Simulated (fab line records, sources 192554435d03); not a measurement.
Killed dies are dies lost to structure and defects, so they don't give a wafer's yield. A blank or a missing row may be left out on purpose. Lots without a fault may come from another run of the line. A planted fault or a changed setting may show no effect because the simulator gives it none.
Chamber matching | flow n5_finfet | N5_BEOL_M10_CURE_72 on uv_cure-02: 3 sister chambers
The step cures SiCOH lowk, time 120 s. 6 wafers are shown with their chamber, then 10 later ones without.

WAFERS WITH THEIR CHAMBER
wafer  | chamber | wafer_temp_C_max | lamp_power_pct (%)
L092.4 | 2       | 371.8            | 52.35
L092.5 | 2       | 371.8            | 52.25
L093.3 | 1       | 372.0            | 52.36
L093.6 | 1       | 372.2            | 52.28
L097.2 | 0       | 371.2            | 52.33
L097.3 | 0       | 371.0            | 52.20

WAFERS WITHOUT THEIR CHAMBER
wafer  | wafer_temp_C_max | lamp_power_pct (%)
L097.5 | 371.2            | 52.25
L096.1 | 372.1            | 52.43
L096.3 | 371.7            | 52.31
L096.6 | 371.8            | 52.35
L094.1 | 371.0            | 52.37
L094.4 | 370.7            | 52.38
L094.5 | 370.8            | 52.32
L094.2 | 370.9            | 52.24
L094.3 | 371.0            | 52.24
L094.6 | 370.9            | 52.25

WHICH CHAMBER EACH WENT THROUGH
wafer  | from the rows above     | in truth
L097.5 | 0                       | 0
L096.1 | can't be placed: 1 or 2 | 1
L096.3 | 2                       | 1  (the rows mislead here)
L096.6 | can't be placed: 2 or 1 | 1
L094.1 | 0                       | 0
L094.4 | 0                       | 0
L094.5 | 0                       | 0
L094.2 | 0                       | 0
L094.3 | 0                       | 0
L094.6 | 0                       | 0
Placed correctly: 7 of 10. Can't be placed from these rows: 2 (the true chamber is among the candidates in 2). Placed wrongly: 1.
How it was worked out, from the rows above alone: a wafer's distance from a chamber is the root of the sum, over the readings, of the square of ((its reading less the chamber's mean) divided by the reading's scatter). The wafer belongs to the nearest chamber; if the next one is less than 2 further off, it can't be placed. A chamber's mean is the mean of its shown wafers. The scatter: the root of (the sum of the squares of (reading less its chamber's mean) over the shown wafers, divided by (wafers less chambers)).
